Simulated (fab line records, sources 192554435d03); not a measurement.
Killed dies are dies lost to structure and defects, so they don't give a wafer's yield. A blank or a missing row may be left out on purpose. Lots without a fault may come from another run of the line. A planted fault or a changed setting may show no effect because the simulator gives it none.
Which tool did it? | flow n5_finfet | 10 lots, 30 wafers sampled, at 6 steps of a route of 1938

WHAT THE GAUGES READ, wafer by wafer
N5_BEOL_M4_RC_MEAS_101. Usual: DIBL_N 35.1 mV/V, standard deviation 1.6; DIBL_P 34.9 mV/V, standard deviation 1.8; IOFF_N 0.143 nA/um, standard deviation 0.026; IOFF_P 0.21 nA/um, standard deviation 0.037; ION_N 671 uA/um, standard deviation 11; ION_P 463 uA/um, standard deviation 7.8; SS_N 71.2 mV/dec, standard deviation 0.58; SS_P 73.0 mV/dec, standard deviation 0.54; VT_N 251 mV, standard deviation 3; VT_P -250 mV, standard deviation 4.1.
lot  | measured     | on        | DIBL_N (mV/V)  | DIBL_P (mV/V)  | IOFF_N (nA/um)    | IOFF_P (nA/um) | ION_N (uA/um) | ION_P (uA/um) | SS_N (mV/dec)  | SS_P (mV/dec)  | VT_N (mV)   | VT_P (mV)      | flag
L571 | day 8 09:57  | prober-01 | 31.8 34.7 31.2 | 30.7 35.7 30.9 | 0.109 0.146 0.097 | 0.15 0.21 0.15 | 658 667 652   | 457 465 457   | 71.1 72.3 70.0 | 71.7 73.5 71.7 | 253 250 256 | -253 -249 -250 |
L570 | day 8 19:02  | prober-02 | 36.0 35.5 38.2 | 35.6 35.7 37.7 | 0.173 0.165 0.214 | 0.22 0.23 0.27 | 682 682 690   | 468 468 469   | 71.7 71.4 71.7 | 73.0 73.1 73.6 | 248 247 246 | -247 -244 -242 |
L573 | day 9 04:28  | prober-01 | 33.5 33.3 34.0 | 33.1 32.9 33.4 | 0.131 0.129 0.138 | 0.17 0.17 0.16 | 676 670 675   | 461 453 460   | 71.2 71.2 70.9 | 72.3 73.0 73.1 | 249 251 253 | -254 -255 -254 |
L575 | day 9 19:20  | prober-02 | 33.6 31.6 31.3 | 34.0 31.3 31.5 | 0.139 0.109 0.106 | 0.22 0.18 0.18 | 672 659 655   | 467 467 457   | 71.6 70.8 70.6 | 73.1 71.9 71.9 | 250 252 253 | -246 -249 -247 |
L578 | day 10 14:44 | prober-01 | 35.6 33.0 37.3 | 36.1 33.0 38.3 | 0.139 0.098 0.168 | 0.21 0.17 0.24 | 675 654 690   | 467 456 474   | 71.7 70.8 72.6 | 73.2 72.1 74.0 | 250 256 248 | -250 -252 -245 |
L579 | day 11 08:31 | prober-02 | 35.2 36.0 34.7 | 34.4 35.8 34.0 | 0.143 0.156 0.136 | 0.19 0.21 0.19 | 676 678 671   | 462 466 462   | 71.2 72.0 71.2 | 73.3 74.1 73.2 | 252 249 251 | -253 -250 -253 |
L580 | day 11 06:17 | prober-01 | 32.3 35.7 34.8 | 30.9 36.4 34.2 | 0.105 0.159 0.141 | 0.15 0.22 0.19 | 663 677 673   | 458 466 463   | 70.3 71.0 70.4 | 72.7 73.3 73.2 | 255 248 251 | -251 -246 -248 |
L591 | day 14 19:01 | prober-02 | 38.4 33.5 35.1 | 38.9 34.8 36.8 | 0.223 0.133 0.157 | 0.25 0.19 0.21 | 674 675 681   | 451 461 466   | 72.7 70.7 70.6 | 74.1 72.9 73.5 | 250 252 248 | -248 -248 -252 |
L592 | day 15 03:55 | prober-01 | 37.5 35.5 36.4 | 36.4 34.0 35.6 | 0.162 0.135 0.157 | 0.26 0.23 0.25 | 673 673 677   | 469 466 476   | 71.4 71.0 71.7 | 73.5 73.5 74.0 | 252 251 250 | -244 -247 -243 |
L593 | day 15 04:52 | prober-01 | 35.0 34.8 35.2 | 35.3 36.6 35.1 | 0.138 0.135 0.132 | 0.21 0.23 0.21 | 667 661 677   | 463 462 474   | 71.1 71.2 71.0 | 73.1 73.1 73.1 | 249 249 249 | -248 -247 -248 |

WHICH TOOL RAN EACH LOT (tool, then ch and the chambers of the sampled wafers, then the start)
lot  | N5_BEOL_M3_PECVD_72            | N5_BEOL_M3_SPUTTER_90        | N5_BEOL_M3_SPUTTER_96        | N5_BEOL_M3_CMP_52             | N5_BEOL_M3_PRE_CLEAN_60
L571 | pecvd-03 ch 0,2, day 7 14:13   | pvd_sputter-02, day 7 19:27  | pvd_sputter-02, day 7 20:07  | cmp-03 ch 0,1,3, day 7 22:04  | cvd_co-01 ch 1,2, day 7 22:26
L570 | pecvd-02 ch 0,1, day 7 14:20   | pvd_sputter-02, day 8 01:01  | pvd_sputter-02, day 8 01:40  | cmp-02 ch 1,3, day 8 02:10    | cvd_co-01 ch 0,2, day 8 02:30
L573 | pecvd-02 ch 1,2, day 8 03:57   | pvd_sputter-02, day 8 13:34  | pvd_sputter-02, day 8 14:14  | cmp-02 ch 0,2,3, day 8 19:31  | cvd_co-02 ch 0,1,2, day 8 19:44
L575 | pecvd-03 ch 0,1,2, day 8 21:22 | pvd_sputter-02, day 9 04:31  | pvd_sputter-02, day 9 05:10  | cmp-03 ch 1,2,3, day 9 07:53  | cvd_co-02 ch 0,1,2, day 9 08:11
L578 | pecvd-03 ch 0,1,2, day 9 04:04 | pvd_sputter-03, day 9 14:32  | pvd_sputter-03, day 9 15:11  | cmp-01 ch 0,1,3, day 9 15:53  | cvd_co-01 ch 0,1,2, day 9 16:07
L579 | pecvd-03 ch 0, day 9 15:29     | pvd_sputter-03, day 10 11:40 | pvd_sputter-03, day 10 12:20 | cmp-02 ch 1,2, day 10 13:55   | cvd_co-01 ch 0,1, day 10 14:16
L580 | pecvd-03 ch 0,1, day 9 16:03   | pvd_sputter-03, day 10 00:35 | pvd_sputter-03, day 10 08:52 | cmp-03 ch 2,3, day 10 09:25   | cvd_co-01 ch 1,2, day 10 09:45
L591 | pecvd-03 ch 0,2, day 13 09:58  | pvd_sputter-03, day 13 16:08 | pvd_sputter-03, day 13 16:47 | cmp-01 ch 0,1,2, day 13 17:17 | cvd_co-01 ch 0,1,2, day 13 17:38
L592 | pecvd-01 ch 0,2, day 13 22:58  | pvd_sputter-03, day 14 05:35 | pvd_sputter-03, day 14 06:14 | cmp-02 ch 1,2, day 14 06:44   | cvd_co-02 ch 0,1, day 14 07:04
L593 | pecvd-02 ch 1,2, day 14 03:11  | pvd_sputter-03, day 14 13:07 | pvd_sputter-03, day 14 13:47 | cmp-03 ch 0,1, day 14 14:17   | cvd_co-02 ch 0,1, day 14 14:37
- N5_BEOL_M3_PECVD_72: deposits SiO2 from TEOS/O2, target thk 16 nm, time 18 s.
- N5_BEOL_M3_SPUTTER_90: material Cu, target thk 4.5 nm, time 8.29 s.
- N5_BEOL_M3_SPUTTER_96: material Cu, target thk 4.5 nm, time 8.29 s.
- N5_BEOL_M3_CMP_52: polishes, stops on SiOC, t overpolish 6.8 s, target thk 40 nm.
- N5_BEOL_M3_PRE_CLEAN_60: time 15 s.

WHAT THE TOOLS THEMSELVES READ (means of the sampled wafers that have a number; where no wafer has one, the mark that the record gives instead)
N5_BEOL_M3_PECVD_72. Usual: heater_power_w 720 W, standard deviation 80; showerhead_plenum_p_Torr 8.80 Torr, standard deviation 0.046; throttle_valve_pct 22.4 %, standard deviation 1.4.
lot  | tool     | heater_power_w (W) | showerhead_plenum_p_Torr (Torr) | throttle_valve_pct (%) | flag
L571 | pecvd-03 | 655                | 8.81                            | 22.9                   |
L570 | pecvd-02 | 798                | 8.78                            | 22.6                   |
L573 | pecvd-02 | 819                | 8.76                            | 21.3                   |
L575 | pecvd-03 | 723                | 8.83                            | 23.0                   |
L578 | pecvd-03 | 659                | 8.82                            | 23.0                   |
L579 | pecvd-03 | 766                | 8.85                            | 24.4                   |
L580 | pecvd-03 | 730                | 8.83                            | 22.9                   |
L591 | pecvd-03 | 652                | 8.80                            | 21.7                   |
L592 | pecvd-01 | 648                | 8.82                            | 20.9                   |
L593 | pecvd-02 | 776                | 8.74                            | 21.2                   |

N5_BEOL_M3_SPUTTER_90. Usual: throttle_valve_pct 30.7 %, standard deviation 0.96.
lot  | tool           | throttle_valve_pct (%) | flag
L571 | pvd_sputter-02 | 30.1                   |
L570 | pvd_sputter-02 | 31.0                   |
L573 | pvd_sputter-02 | 30.7                   |
L575 | pvd_sputter-02 | 31.2                   |
L578 | pvd_sputter-03 | 29.7                   |
L579 | pvd_sputter-03 | 30.3                   |
L580 | pvd_sputter-03 | 29.9                   |
L591 | pvd_sputter-03 | 30.7                   |
L592 | pvd_sputter-03 | 30.3                   |
L593 | pvd_sputter-03 | 30.4                   |

N5_BEOL_M3_SPUTTER_96. Usual: throttle_valve_pct 30.7 %, standard deviation 0.97.
lot  | tool           | throttle_valve_pct (%) | flag
L571 | pvd_sputter-02 | 30.2                   |
L570 | pvd_sputter-02 | 31.2                   |
L573 | pvd_sputter-02 | 30.9                   |
L575 | pvd_sputter-02 | 31.3                   |
L578 | pvd_sputter-03 | 29.5                   |
L579 | pvd_sputter-03 | 30.3                   |
L580 | pvd_sputter-03 | 29.9                   |
L591 | pvd_sputter-03 | 30.7                   |
L592 | pvd_sputter-03 | 30.2                   |
L593 | pvd_sputter-03 | 30.5                   |

N5_BEOL_M3_CMP_52. Usual: barrier_field_endpoint_s 24.5 s, standard deviation 0.6; head_pressure_psi 1.0003 psi, standard deviation 0.0022; motor_current_A 6.0 A, standard deviation 0.91; slurry_flow_ml_min 150.1, standard deviation 0.43.
lot  | tool   | barrier_field_endpoint_s (s) | head_pressure_psi (psi) | motor_current_A (A) | slurry_flow_ml_min | flag
L571 | cmp-03 | 24.2                         | 1.0034                  | 6.0                 | 149.9              |
L570 | cmp-02 | 24.5                         | 1.0020                  | 5.7                 | 149.8              |
L573 | cmp-02 | 24.7                         | 0.9993                  | 6.2                 | 150.0              |
L575 | cmp-03 | 24.3                         | 1.0011                  | 5.6                 | 149.8              |
L578 | cmp-01 | 31.0                         | 0.9990                  | 5.5                 | 149.7              | OFF
L579 | cmp-02 | 27.5                         | 0.9994                  | 5.4                 | 150.3              | OFF
L580 | cmp-03 | 30.5                         | 0.9996                  | 5.4                 | 150.3              | OFF
L591 | cmp-01 | 24.5                         | 1.0008                  | 5.5                 | 149.8              |
L592 | cmp-02 | 24.8                         | 0.9998                  | 5.1                 | 150.6              |
L593 | cmp-03 | 24.7                         | 1.0017                  | 7.2                 | 150.4              |

N5_BEOL_M3_PRE_CLEAN_60. Usual: heater_power_w 84 W, standard deviation 13.
lot  | tool      | heater_power_w (W) | flag
L571 | cvd_co-01 | 80                 |
L570 | cvd_co-01 | 98                 |
L573 | cvd_co-02 | 77                 |
L575 | cvd_co-02 | 78                 |
L578 | cvd_co-01 | 90                 |
L579 | cvd_co-01 | 90                 |
L580 | cvd_co-01 | 79                 |
L591 | cvd_co-01 | 89                 |
L592 | cvd_co-02 | 86                 |
L593 | cvd_co-02 | 84                 |

THE ANSWER, worked out from the rows above alone
Rule: a lot is off if the mean of its wafers that have a number lies more than 3 standard deviations from the usual mean. A lot without any number at a reading at which 4 lots or more have one is off too. The other lots that the step has rows for count as sound. The gauges are gone through in route order, then the tools' own readings, and for those a lot's mean is taken as printed above. The first step at which some lot is off is used, and at that step the reading that is off furthest; a lot without a number counts as furthest.
Off: L578, L579, L580, at N5_BEOL_M3_CMP_52 (barrier_field_endpoint_s).
A tool fits if, at that step or a process step before it, it ran every lot that is off, and no sound lot after the first of them. None of those tried fits.

WHAT THE SIMULATOR HAD PUT IN
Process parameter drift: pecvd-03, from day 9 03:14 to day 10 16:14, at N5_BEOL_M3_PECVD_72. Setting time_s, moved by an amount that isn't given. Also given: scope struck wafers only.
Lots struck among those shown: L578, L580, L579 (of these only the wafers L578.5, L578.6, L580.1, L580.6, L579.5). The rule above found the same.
